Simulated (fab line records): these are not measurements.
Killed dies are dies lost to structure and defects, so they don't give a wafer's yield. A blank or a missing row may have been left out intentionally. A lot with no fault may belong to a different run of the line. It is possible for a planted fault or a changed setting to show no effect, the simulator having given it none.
The same fault as seen by 3 desks	flow n5_finfet	what lay behind the numbers comes last; until then each desk has only its own

== THE DEFECT DESK ==
For each lot, the counts of the inspections along the route, averaged over the sampled wafers that have a number. A lot is out of limits, marked OUT, if its mean lies more than 4 standard deviations from the usual mean; the brackets give that distance.
Columns: A = raw_defect_count at N5_PASSIVATION_INSPECT_61, usual 2.2
lot	first seen here	A
L829	day 12 05:56	3.0
L840	day 16 03:13	2.3
L842	day 16 13:43	2.0
L847	day 17 06:59	1.0
L849	day 18 03:02	1.0
L848	day 18 07:14	1.7
This desk found nothing out of limits on any of the 6 lots.

== AT THE TOOL OWNER'S DESK: rie_diel-02 ==
The tool's own readings at N5_PASSIVATION_PASS_ETCH_74 (etches SiNx in CF4/O2, target depth 220 nm, time 110 s): means of the sampled wafers that have a number, for each lot that ran on this tool. A lot is out of limits, marked OUT, if its mean lies more than 4 standard deviations from the usual mean; the brackets give that distance. Of its 8 readings 7 are shown: the one that was out of limits first, and those that lie furthest out on some lot.
Columns: A = drypump_motor_current_A at N5_PASSIVATION_PASS_ETCH_74, usual 5.9 A; B = oes_f_703_au at N5_PASSIVATION_PASS_ETCH_74, usual 0.80 a.u.; C = oes_product_au at N5_PASSIVATION_PASS_ETCH_74, usual 0.81 a.u.; D = rf_fwd_power_W at N5_PASSIVATION_PASS_ETCH_74, usual 532.5 W; E = rf_vpp_V at N5_PASSIVATION_PASS_ETCH_74, usual 240.9 V; F = showerhead_plenum_p_Torr at N5_PASSIVATION_PASS_ETCH_74, usual 2.21 Torr; G = throttle_valve_pct at N5_PASSIVATION_PASS_ETCH_74, usual 15.95 %
lot	first seen here	A	B	C	D	E	F	G
L840	day 16 03:30	5.5	0.74	0.73	532.3	238.3	2.20	15.99
L842	day 16 13:53	6.0	0.84	0.81	575.8 (+23) OUT	232.1	2.21	16.17
L847	day 17 08:10	6.3	1.08	0.96	660.0 (+67) OUT	215.6 (-12) OUT	2.23	16.11
This desk's finding: out of limits on L842, L847; first on L842, day 16 13:53 (rf_fwd_power_W at N5_PASSIVATION_PASS_ETCH_74). L840: within limits.

== THE METROLOGY DESK ==
What the gauges read, lot by lot, whatever tool the lot ran on: means of the sampled wafers that have a number. A lot is out of limits, marked OUT, if its mean lies more than 4 standard deviations from the usual mean; the brackets give that distance.
Columns: A = cd_nm at N5_PASSIVATION_CD_MEAS_10, usual 3000.1 nm; B = TV_OVL at N5_PASSIVATION_OVL_MEAS_60, usual -1 nm
lot	first seen here	A	B
L829	day 12 05:53	3001.5	-4
L840	day 16 03:09	3001.3	0
L842	day 16 13:40	2999.6	-2
L847	day 17 06:56	2999.7	-3
L849	day 18 02:59	3000.9	-11
L848	day 18 07:11	3000.2	3
This desk found nothing out of limits on any of the 6 lots.

== TAKEN TOGETHER ==
The tool owner's desk could have raised an alarm at day 16 13:53, on L842, L847.
Nothing out of limits was seen by the defect desk.
The metrology desk saw nothing out of limits.
The defect desk has L842, L847 on record, within its limits.
The metrology desk has L842, L847 on record, within its limits.
N5_PASSIVATION_PASS_ETCH_74 was run on rie_diel-02 by each of the lots named.

== WHAT HAD BEEN PUT IN BY THE SIMULATOR ==
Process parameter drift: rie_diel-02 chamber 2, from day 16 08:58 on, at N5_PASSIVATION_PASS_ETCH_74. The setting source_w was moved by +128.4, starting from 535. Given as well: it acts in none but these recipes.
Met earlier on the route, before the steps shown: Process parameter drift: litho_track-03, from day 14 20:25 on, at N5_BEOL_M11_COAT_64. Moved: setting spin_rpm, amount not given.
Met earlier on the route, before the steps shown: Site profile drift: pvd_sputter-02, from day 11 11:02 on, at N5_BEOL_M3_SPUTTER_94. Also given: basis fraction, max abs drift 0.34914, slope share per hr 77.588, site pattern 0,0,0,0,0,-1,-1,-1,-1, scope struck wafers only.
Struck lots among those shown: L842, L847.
Hours from the fault's start to each desk's first reading out of limits: the tool owner's desk, 5.
